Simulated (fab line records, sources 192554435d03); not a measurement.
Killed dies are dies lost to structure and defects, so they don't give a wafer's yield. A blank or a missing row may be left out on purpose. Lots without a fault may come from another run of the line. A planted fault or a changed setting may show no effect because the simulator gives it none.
Split-lot experiment | flow n5_finfet | 7 lots, 21 wafers read, on a route of 1938 steps

THE SPLIT
At N5_BEOL_M14_SPUTTER_44 (material Ta, target thk 15 nm, time 24.19 s), the setting power_w was moved away from the recipe's 15000 W on 9 of the 21 wafers read, by -10.5% to +16.1%. The other wafers ran this setting at the recipe's value.

The reading is taken at the split's own step.

THE READING
Ta_of_BEOL_M14_SPUTTER_44.thk_nm (the simulator's own value, which no gauge read), in nm, at N5_BEOL_M14_SPUTTER_44 (material Ta, target thk 15 nm, time 24.19 s). The file gives no usual value for it. The 12 wafers here that ran the recipe average 15.2 nm, standard deviation 0.3 nm.

wafer  | tool, chamber at the split | power_w as run, W | against the recipe | Ta_of_BEOL_M14_SPUTTER_44.thk_nm, nm | against lot-mates on the recipe
L075.1 | pvd_sputter-03, -          | 15000             | recipe             | 15.6                                 | -
L075.5 | pvd_sputter-03, -          | 15000             | recipe             | 15.6                                 | -
L075.2 | pvd_sputter-03, -          | 15000             | recipe             | 15.2                                 | -
L080.1 | pvd_sputter-03, -          | 15000             | recipe             | 15                                   | -
L080.3 | pvd_sputter-03, -          | 15000             | recipe             | 14.8                                 | -
L080.4 | pvd_sputter-03, -          | 15760             | +5.1%              | 15.6                                 | +0.7
L086.2 | pvd_sputter-03, -          | 13920             | -7.2%              | 14.2                                 | -1.4
L086.3 | pvd_sputter-03, -          | 13920             | -7.2%              | 14                                   | -1.6
L086.4 | pvd_sputter-03, -          | 15000             | recipe             | 15.6                                 | -
L087.1 | pvd_sputter-02, -          | 15000             | recipe             | 14.8                                 | -
L087.3 | pvd_sputter-02, -          | 15000             | recipe             | 15                                   | -
L087.5 | pvd_sputter-02, -          | 17420             | +16.1%             | 17.4                                 | +2.5
L093.1 | pvd_sputter-03, -          | 15000             | recipe             | 15.2                                 | -
L093.4 | pvd_sputter-03, -          | 15000             | recipe             | 15.4                                 | -
L093.6 | pvd_sputter-03, -          | 15000             | recipe             | 15.6                                 | -
L095.1 | pvd_sputter-03, -          | 13740             | -8.4%              | 13.6                                 | no lot-mate on the recipe
L095.6 | pvd_sputter-03, -          | 13740             | -8.4%              | 13.6                                 | no lot-mate on the recipe
L095.4 | pvd_sputter-03, -          | 13740             | -8.4%              | 13.4                                 | no lot-mate on the recipe
L097.1 | pvd_sputter-02, -          | 15000             | recipe             | 15                                   | -
L097.4 | pvd_sputter-02, -          | 13420             | -10.5%             | 13.6                                 | -1.4
L097.5 | pvd_sputter-02, -          | 13420             | -10.5%             | 13.4                                 | -1.6

THE FIT
A straight line over all 21 wafers: Ta_of_BEOL_M14_SPUTTER_44.thk_nm changes by +0.156 nm for each +1% of power_w; r = +0.96; the points scatter about the line by 0.3 nm.
The same after taking each lot's own level away (the mean of its wafers on the recipe; 18 wafers): +0.158 nm for each +1%; r = +0.98; scatter 0.19 nm.
On that fit, the largest move of power_w shifts the reading by 2.5 nm.
The lots' own levels span 14.90 to 15.60 nm, that is 2.3 times the standard deviation above.
So the lot-to-lot level changes the slope little: the two slopes agree.
Check: with one of the wafers moved furthest among these (+16.1%) left out of the fit, the line predicts +2.54 nm for it against its lot-mates. It came out at +2.5 nm against them.

OTHER SPLITS ON THESE WAFERS
These wafers also went through other splits before the reading. Each is held against what the fit with the lots' levels taken away leaves over:
other split on the same wafers      | wafers away from the commonest value | r with Ta_of_BEOL_M14_SPUTTER_44.thk_nm (lot level and that fit taken away)
N5_BEOL_M8_COAT_22 spin_rpm         | 8                                    | +0.07
N5_BEOL_M9_ETCH_66 time_s           | 10                                   | +0.04
N5_BEOL_M10_PEB_26 peb_time_s       | 10                                   | +0.07
N5_BEOL_M10_TRENCH_ETCH_37 source_w | 7                                    | -0.18
N5_BEOL_M11_VIA_ETCH_34 time_s      | 5                                    | +0.33
N5_BEOL_M11_ETCH_41 time_s          | 8                                    | -0.60
N5_BEOL_M13_EXPOSE_25 dose_mj       | 8                                    | +0.46
N5_BEOL_M13_DESCUM_33 time_s        | 9                                    | -0.16

THE FILE'S OWN FIT
Ta_of_BEOL_M14_SPUTTER_44.thk_nm changes by +0.157 nm for each +1% of power_w, r = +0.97.
